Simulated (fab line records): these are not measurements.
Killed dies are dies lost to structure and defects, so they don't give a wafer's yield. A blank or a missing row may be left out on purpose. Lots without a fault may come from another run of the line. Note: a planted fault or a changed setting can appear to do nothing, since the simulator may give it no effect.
Which tool was responsible? | flow nand_harc | 42 wafers from 14 lots sampled at 4 of the route's 1302 steps

## WHAT THE GAUGES READ, wafer by wafer
NHARC_A_ONON_D1_THK_MEAS_14: measures by ellipsometry. Usual: thk_nm reads 997 nm (standard deviation 8.7).
lot  | measured     | on            | thk_nm (nm)    | flag
L152 | day 7 15:17  | film_metro-02 | 979 980 981    |
L153 | day 8 05:15  | film_metro-02 | 1013 1013 1013 |
L155 | day 9 03:09  | film_metro-01 | 1000 1000 1001 |
L156 | day 9 11:05  | film_metro-01 | 1004 1005 1005 |
L157 | day 10 01:53 | film_metro-02 | 1000 999 998   |
L158 | day 10 01:51 | film_metro-01 | 1004 1004 1005 |
L160 | day 11 00:35 | film_metro-02 | 994 996 997    |
L161 | day 11 17:14 | film_metro-02 | 992 994 992    |
L163 | day 12 07:14 | film_metro-01 | 618 618 619    | OFF
L164 | day 12 18:04 | film_metro-01 | 630 630 630    | OFF
L170 | day 15 11:04 | film_metro-01 | 1005 1002 1003 |
L172 | day 16 02:53 | film_metro-01 | 997 996 996    |
L174 | day 16 23:50 | film_metro-01 | 999 1001 1001  |
L175 | day 17 10:53 | film_metro-01 | 998 997 996    |

NHARC_END_SORT_01. Usual: killed_at_array 56, standard deviation 20; killed_at_other 0.9, standard deviation 1.1; killed_at_periphery 3.7, standard deviation 3; killed_dies 61, standard deviation 21; killed_open 2.9, standard deviation 1.6; killed_short 2.6, standard deviation 1.4.
lot  | measured     | on        | killed_at_array | killed_at_other | killed_at_periphery | killed_dies | killed_open | killed_short | flag
L155 | day 25 21:04 | prober-02 | 50 33 45        | 1 4 2           | 3 2 4               | 54 39 51    | 4 3 1       | 2 3 2        |
L156 | day 25 20:14 | prober-01 | 54 77 76        | 1 0 0           | 1 3 5               | 56 80 81    | 3 4 3       | 2 4 3        |
L158 | day 26 14:56 | prober-02 | 76 63 72        | 0 1 0           | 2 2 1               | 78 66 73    | 0 3 2       | 3 4 2        |
L160 | day 27 16:52 | prober-01 | 46 38 35        | 0 0 1           | 1 3 2               | 47 41 38    | 5 2 3       | 6 1 5        |
L163 | day 28 21:36 | prober-01 | 665 662 668     | 1 2 1           | 11 13 8             | 677 677 677 | 3 3 3       | 2 5 2        | OFF
L164 | day 29 06:41 | prober-02 | 674 674 674     | 1 1 1           | 2 2 2               | 677 677 677 | 2 3 4       | 1 2 3        | OFF
L174 | day 33 14:22 | prober-02 | 44 50 52        | 2 1 1           | 4 2 4               | 50 53 57    | 2 2 2       | 0 5 4        |

## WHICH TOOL RAN EACH LOT (tool, then ch and the chambers of the sampled wafers, then the start)
lot  | NHARC_A_ZERO_WELL_ETCH_13        | NHARC_A_ONON_D1_DEP_12
L152 | rie_si-03 ch 0,2, day 6 14:26    | pecvd_onon-01 ch 0, day 7 14:46
L153 | rie_si-05 ch 1,2,3, day 7 04:57  | pecvd_onon-04 ch 0, day 8 04:46
L155 | rie_si-05 ch 0,1,3, day 8 02:50  | pecvd_onon-01 ch 0, day 9 02:41
L156 | rie_si-04 ch 0,1,2, day 8 10:30  | pecvd_onon-01 ch 0, day 9 10:35
L157 | rie_si-04 ch 2,3, day 9 01:19    | pecvd_onon-04 ch 0, day 10 01:21
L158 | rie_si-03 ch 0,2,3, day 9 02:20  | pecvd_onon-02 ch 0, day 10 01:20
L160 | rie_si-05 ch 0,2,3, day 9 23:01  | pecvd_onon-01 ch 0, day 11 00:08
L161 | rie_si-03 ch 0,3, day 10 15:17   | pecvd_onon-02 ch 0, day 11 16:50
L163 | rie_si-04 ch 0,2,3, day 11 07:34 | pecvd_onon-02 ch 0, day 12 06:44
L164 | rie_si-03 ch 1,2, day 11 15:47   | pecvd_onon-02 ch 0, day 12 17:33
L170 | rie_si-05 ch 0,2, day 14 10:17   | pecvd_onon-01 ch 0, day 15 10:33
L172 | rie_si-04 ch 0,3, day 15 02:17   | pecvd_onon-02 ch 0, day 16 02:22
L174 | rie_si-04 ch 0,2,3, day 15 21:15 | pecvd_onon-02 ch 0, day 16 23:26
L175 | rie_si-03 ch 1,2,3, day 16 09:35 | pecvd_onon-02 ch 0, day 17 10:22
- NHARC_A_ZERO_WELL_ETCH_13: etches the open film in HBr/Cl2, target depth 120 nm, time 40.1 s.
- NHARC_A_ONON_D1_DEP_12: target thk 1000 nm.

## WHAT THE TOOLS THEMSELVES READ (means of the sampled wafers that have a number; where no wafer has one, the mark that the record gives instead)
NHARC_A_ZERO_WELL_ETCH_13. Usual: drypump_motor_current_A 5.9 A, standard deviation 0.33; hbr_flow_sccm 149.9 sccm, standard deviation 0.46; oes_product_au 0.995 a.u., standard deviation 0.01; throttle_valve_pct 26.405 %, standard deviation 0.0098.
lot  | tool      | drypump_motor_current_A (A) | hbr_flow_sccm (sccm) | oes_product_au (a.u.) | throttle_valve_pct (%) | flag
L152 | rie_si-03 | 5.5                         | 150.0                | 1.002                 | 26.397                 |
L153 | rie_si-05 | 5.9                         | 149.8                | 0.996                 | 26.411                 |
L155 | rie_si-05 | 5.8                         | 150.0                | 0.998                 | 26.405                 |
L156 | rie_si-04 | 5.9                         | 150.0                | 0.995                 | 26.403                 |
L157 | rie_si-04 | 6.2                         | 149.7                | 0.986                 | 26.401                 |
L158 | rie_si-03 | 5.6                         | 149.5                | 0.998                 | 26.403                 |
L160 | rie_si-05 | 5.8                         | 150.1                | 0.998                 | 26.404                 |
L161 | rie_si-03 | 5.7                         | 149.8                | 0.996                 | 26.410                 |
L163 | rie_si-04 | 5.9                         | 149.5                | 0.993                 | 26.399                 |
L164 | rie_si-03 | 5.5                         | 150.0                | 0.997                 | 26.405                 |
L170 | rie_si-05 | 6.1                         | 150.3                | 0.989                 | 26.407                 |
L172 | rie_si-04 | 5.8                         | 150.2                | 0.993                 | 26.405                 |
L174 | rie_si-04 | 5.9                         | 150.4                | 0.987                 | 26.404                 |
L175 | rie_si-03 | 5.6                         | 149.4                | 0.988                 | 26.402                 |

NHARC_A_ONON_D1_DEP_12. Usual: n2_flow_sccm reads 2748 sccm (standard deviation 7.8).
lot  | tool          | n2_flow_sccm (sccm) | flag
L152 | pecvd_onon-01 | 2759                |
L153 | pecvd_onon-04 | 2746                |
L155 | pecvd_onon-01 | 2761                |
L156 | pecvd_onon-01 | 2752                |
L157 | pecvd_onon-04 | 2740                |
L158 | pecvd_onon-02 | 2746                |
L160 | pecvd_onon-01 | 2748                |
L161 | pecvd_onon-02 | 2752                |
L163 | pecvd_onon-02 | 2737                |
L164 | pecvd_onon-02 | 2748                |
L170 | pecvd_onon-01 | 2748                |
L172 | pecvd_onon-02 | 2743                |
L174 | pecvd_onon-02 | 2747                |
L175 | pecvd_onon-02 | 2754                |

## THE ANSWER, worked out from the rows above alone
Rule: a lot is off if the mean of its wafers that have a number lies more than 3 standard deviations from the usual mean. A lot without any number at a reading at which 4 lots or more have one is off too. Any other lot the step has rows for is counted as sound. The gauges are gone through in route order, then the tools' own readings, and for those a lot's mean is taken as printed above. At the first step where some lot is off, the reading lying furthest off is the one used; lots without a number count as furthest.
Off, at NHARC_A_ONON_D1_THK_MEAS_14 on thk_nm: L163, L164.
If a tool, at a process step before that reading, ran all the lots that are off and no sound lot after the first of them, it fits. Not tried: the gauges at NHARC_A_ONON_D1_THK_MEAS_14; whatever is off there is also off at NHARC_END_SORT_01, on other tools, and gauge error can't account for it. No candidate that was tried fits.

## WHAT THE SIMULATOR HAD INSERTED
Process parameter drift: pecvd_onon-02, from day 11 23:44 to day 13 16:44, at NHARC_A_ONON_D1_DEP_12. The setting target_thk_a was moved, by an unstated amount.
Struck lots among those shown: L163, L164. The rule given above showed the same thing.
